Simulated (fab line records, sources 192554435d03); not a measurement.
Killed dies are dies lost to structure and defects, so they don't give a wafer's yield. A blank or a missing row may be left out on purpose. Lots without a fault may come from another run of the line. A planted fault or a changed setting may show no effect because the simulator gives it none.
A struck lot beside a sound one | flow n5_finfet | 38 steps out of a route of 1938
Sound: wafers L914.3, L914.4, L914.6. Struck: wafers L910.3, L910.5, L910.6. The cause comes at the end.
At each step with rows: each side's tool, then ch and its chambers, then its first start. Under that, the readings that differ: sound wafers | struck wafers | difference of the means | sigmas: that difference in standard deviations of wafers without a fault.
alike: readings whose means differ by less than 2 such deviations, and words and numbers that are the same on both sides. not compared: withheld readings, readings that some wafer has no value for, bounds like >300 that may hide the same value, and numbers for which the record gives no deviation and whose values overlap.
The two part at a step that has a row with sigmas, a row that says differs or no value, or rows on one side only. Numbers that don't overlap but have no deviation are shown without sigmas and don't part them. A reading that every wafer of one side lacks parts them only if that side has two wafers or more.

first, 9 steps without rows for these wafers: N5_BEOL_M4_ANNEAL_95 (time 240 s); N5_BEOL_M4_SPUTTER_96 (material Cu, target thk 4.5 nm, time 8.29 s); N5_BEOL_M4_ECD_50 (material Cu, target thk 300 nm); N5_BEOL_M4_ANNEAL_51 (time 90 s); N5_BEOL_M4_CMP_52 (polishes, stops on SiOC, t overpolish 6.8 s, target thk 40 nm); N5_BEOL_M4_PRE_CLEAN_60 (time 15 s); N5_BEOL_M4_CO_CAP_55 (material Co, precursor CCTBA/H2, target thk 2 nm, time 102.1 s); N5_BEOL_M4_PRE_CLEAN_56 (time 15 s); N5_BEOL_M4_DEP_57 (deposits SiCN from 3MS/NH3, target thk 8 nm, time 14 s).
N5_BEOL_M4_RC_MEAS_101:
  sound on prober-01 ch 0, day 14 14:41; struck on prober-01 ch 0, day 14 10:09
  alike: DIBL_N, DIBL_P, IOFF_N, IOFF_P, ION_N, ION_P, SS_N, SS_P, VT_N, VT_P
then, 24 steps without rows for these wafers: N5_BEOL_M5_ILD_DEP_00 (deposits SiCOH lowk from DEMS/porogen, target thk 140.64 nm, time 25.9 s); N5_BEOL_M5_CURE_79 (cures SiCOH lowk, time 240 s); N5_BEOL_M5_PECVD_70 (deposits SiO2 from TEOS/O2, target thk 16 nm, time 18 s); N5_BEOL_M5_HM_DEP_02 (deposits TiN, target thk 20 nm); N5_BEOL_M5_COAT_59 (time 60 s, resist thk 60 nm); N5_BEOL_M5_COAT_60 (time 60 s, resist thk 12 nm); N5_BEOL_M5_COAT_71 (time 60 s, resist thk 5 nm); N5_BEOL_M5_COAT_05 (resist thk 30 nm); N5_BEOL_M5_EBR_07; N5_BEOL_M5_SOFTBAKE_06 (time 60 s); N5_BEOL_M5_EXPOSE_08 (exposes mask M5, target cd 28 nm); N5_BEOL_M5_PEB_09 (peb time 60 s); N5_BEOL_M5_DEVELOP_10 (develop time 30 s); N5_BEOL_M5_DESCUM_16 (chemistry O2, time 7 s); N5_BEOL_M5_ETCH_72 (etches underlayer in N2/H2, target depth 6.5 nm, time 5.2 s); N5_BEOL_M5_ETCH_61 (etches SiARC in CF4, target depth 15.6 nm, time 26 s); N5_BEOL_M5_ETCH_62 (etches SOC in N2/H2, target depth 75 nm, overetch 15 nm, time 112.5 s); N5_BEOL_M5_STRIP_63 (strips in N2/H2); N5_BEOL_M5_STRIP_73 (strips in N2/H2); N5_BEOL_M5_STRIP_64 (strips in CF4); N5_BEOL_M5_HM_OPEN_17 (chemistry Cl2/BCl3, target TiN, target depth 20 nm, overetch 6 nm); N5_BEOL_M5_STRIP_19 (strips in O2); N5_BEOL_M5_COAT_65 (time 60 s, resist thk 60 nm); N5_BEOL_M5_COAT_66 (time 60 s, resist thk 12 nm).
N5_BEOL_M8_STRIP_19: strips in O2.
  sound on rie_diel-04 ch 1,3, day 16 02:33; struck on rie_diel-03 ch 0,2,3, day 15 16:44
  no value came back on the struck wafers for any of 7 readings (bias_power_w (W), chamber_pressure_mTorr (mTorr) and others); on the sound wafers bias_power_w (W) reads 0 0 0
  reading                                  | sound | struck     | difference | sigmas
  model.SOC_of_BEOL_M8_COAT_59.thk_nm (nm) | 0 0 0 | 92 92.4 92 | +92        |
  not compared: rf_hours_counter_h
N5_BEOL_M8_ETCH_66: etches SOC in N2/H2, target depth 80 nm, overetch 16 nm, time 120 s.
  sound on rie_diel-03 ch 2,3, day 16 03:26; struck on rie_diel-03 ch 2,3, day 15 19:53
  reading                  | sound             | struck           | difference | sigmas
  oes_product_au (a.u.)    | 0.52 0.52 0.63    | 0.84 0.83 0.69   | +0.23      | +4
  model.etch.depth_nm (nm) | 59.88 59.72 59.78 | 96.7 95.98 97.65 | +37.0      |
  alike: drypump_motor_current_A, rf_vpp_V, showerhead_plenum_p_Torr, throttle_valve_pct
  not compared: rf_hours_counter_h
N5_BEOL_M8_VIA_ETCH_34: etches SiCOH lowk in C4F6/O2, target depth 125.5 nm, time 50.5 s.
  sound on rie_diel-03 ch 2,3, day 16 03:32; struck on rie_diel-03 ch 2,3, day 15 19:59
  reading               | sound          | struck         | difference | sigmas
  oes_product_au (a.u.) | 0.67 0.67 0.83 | 0.31 0.31 0.26 | -0.43      | -5
  alike: drypump_motor_current_A, rf_vpp_V, showerhead_plenum_p_Torr, throttle_valve_pct
  not compared: rf_hours_counter_h
-- the record jumps here: 3 days lie between the struck wafers' starts before and after (it left off in module BEOL_M8 and takes up again in module PASSIVATION, whose first step shown is number 1936 of the route) --
N5_PASSIVATION_PROBE_49:
  the record has rows for the struck wafers here (prober-02, day 18 20:28) and none for the sound ones

WHERE THEY PART
First at N5_BEOL_M8_STRIP_19; last, within this record, at N5_PASSIVATION_PROBE_49.

WHY: what the simulator had put in
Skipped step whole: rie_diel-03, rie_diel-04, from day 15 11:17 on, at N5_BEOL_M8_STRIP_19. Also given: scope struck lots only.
